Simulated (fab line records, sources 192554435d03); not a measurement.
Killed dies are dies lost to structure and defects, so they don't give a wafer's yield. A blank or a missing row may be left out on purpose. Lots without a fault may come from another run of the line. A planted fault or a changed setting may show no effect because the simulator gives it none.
Split-lot experiment | flow n5_finfet | 7 lots, 21 wafers read, on a route of 1938 steps

THE SPLIT
At N5_BEOL_M7_EXPOSE_25 (exposes mask V6, target cd 40 nm), the setting dose_mj was moved away from the recipe's 42.5 on 7 of the 21 wafers read, by -6.3% to +3.2%. The other wafers ran this setting at the recipe's value.

FROM THE SPLIT TO THE READING: what the file shows between them, 4 steps
- N5_BEOL_M7_PEB_26: peb time 60 s
- N5_BEOL_M7_DEVELOP_27: develop time 30 s
- N5_BEOL_M7_DESCUM_33: chemistry O2, time 7 s
- N5_BEOL_M7_ETCH_72: etches underlayer in N2/H2, target depth 6.5 nm, time 5.2 s

THE READING
BEOL_M7.cd_nm (the simulator's own value, which no gauge read), in nm, at N5_BEOL_M7_ETCH_65 (etches SiARC in CF4, target depth 15.6 nm, time 26 s). The file gives no usual value for it. The 14 wafers here that ran the recipe average 40.2 nm, standard deviation 0.18 nm.

wafer  | tool, chamber at the split | dose_mj as run | against the recipe | BEOL_M7.cd_nm, nm | against lot-mates on the recipe
L077.2 | euv_scanner-02, 0          | 42.5           | recipe             | 40                | -
L077.3 | euv_scanner-02, 0          | 43.86          | +3.2%              | 41                | +1.0
L077.4 | euv_scanner-02, 0          | 43.86          | +3.2%              | 40.8              | +0.8
L084.1 | euv_scanner-02, 0          | 40.63          | -4.4%              | 38.8              | -1.2
L084.2 | euv_scanner-02, 0          | 40.63          | -4.4%              | 39                | -1.0
L084.4 | euv_scanner-02, 0          | 42.5           | recipe             | 40                | -
L086.2 | euv_scanner-01, 0          | 42.5           | recipe             | 40.6              | -
L086.4 | euv_scanner-01, 0          | 39.82          | -6.3%              | 39                | -1.5
L086.6 | euv_scanner-01, 0          | 42.5           | recipe             | 40.4              | -
L087.1 | euv_scanner-02, 0          | 43.4           | +2.1%              | 40.6              | +0.4
L087.2 | euv_scanner-02, 0          | 43.4           | +2.1%              | 40.2              | +0.0
L087.6 | euv_scanner-02, 0          | 42.5           | recipe             | 40.2              | -
L093.4 | euv_scanner-01, 0          | 42.5           | recipe             | 40.2              | -
L093.6 | euv_scanner-01, 0          | 42.5           | recipe             | 40.2              | -
L093.5 | euv_scanner-01, 0          | 42.5           | recipe             | 40.4              | -
L096.2 | euv_scanner-01, 0          | 42.5           | recipe             | 40.2              | -
L096.4 | euv_scanner-01, 0          | 42.5           | recipe             | 40                | -
L096.6 | euv_scanner-01, 0          | 42.5           | recipe             | 40                | -
L097.1 | euv_scanner-02, 0          | 42.5           | recipe             | 40                | -
L097.4 | euv_scanner-02, 0          | 42.5           | recipe             | 40                | -
L097.3 | euv_scanner-02, 0          | 42.5           | recipe             | 40.2              | -

THE FIT
A straight line over all 21 wafers: BEOL_M7.cd_nm changes by +0.223 nm for each +1% of dose_mj; r = +0.92; the points scatter about the line by 0.22 nm.
The same after taking each lot's own level away (the mean of its wafers on the recipe; 21 wafers): +0.238 nm for each +1%; r = +0.97; scatter 0.15 nm.
On that fit, the largest move of dose_mj shifts the reading by 1.5 nm.
The lots' own levels span 40.00 to 40.50 nm, that is 2.7 times the standard deviation above.
So the lot-to-lot level changes the slope little: the two slopes agree.
Check: with one of the wafers moved furthest among these (-6.3%) left out of the fit, the line predicts -1.53 nm for it against its lot-mates. It came out at -1.5 nm against them.

OTHER SPLITS ON THESE WAFERS
These wafers also went through other splits before the reading. Each is held against what the fit with the lots' levels taken away leaves over:
other split on the same wafers     | wafers away from the commonest value | r with BEOL_M7.cd_nm (lot level and that fit taken away)
N5_BEOL_M2_COAT_67 spin_rpm        | 4                                    | +0.02
N5_BEOL_M4_DESCUM_16 time_s        | 7                                    | +0.11
N5_BEOL_M4_COAT_67 spin_rpm        | 3                                    | -0.06
N5_BEOL_M5_COAT_05 spin_rpm        | 8                                    | +0.30
N5_BEOL_M5_ETCH_68 bias_w          | 8                                    | -0.25
N5_BEOL_M6_TRENCH_ETCH_37 source_w | 3                                    | +0.03
N5_BEOL_M7_COAT_71 spin_rpm        | 9                                    | +0.07

THE WHOLE CHAIN: every reading that the file lists as answering this split, in the file's order
step                 | what it does                                         | reading                                                        | change (the file's fit)               | r (the file's)
N5_BEOL_M7_DESCUM_33 | chemistry O2, time 7 s                               | BEOL_M7.cd_nm (the simulator's own value, which no gauge read) | +0.248 nm for each +1% of the setting | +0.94
N5_BEOL_M7_ETCH_65   | etches SiARC in CF4, target depth 15.6 nm, time 26 s | BEOL_M7.cd_nm (the simulator's own value, which no gauge read) | +0.238 nm for each +1% of the setting | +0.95

THE FILE'S OWN FIT
BEOL_M7.cd_nm changes by +0.238 nm for each +1% of dose_mj, r = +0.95.
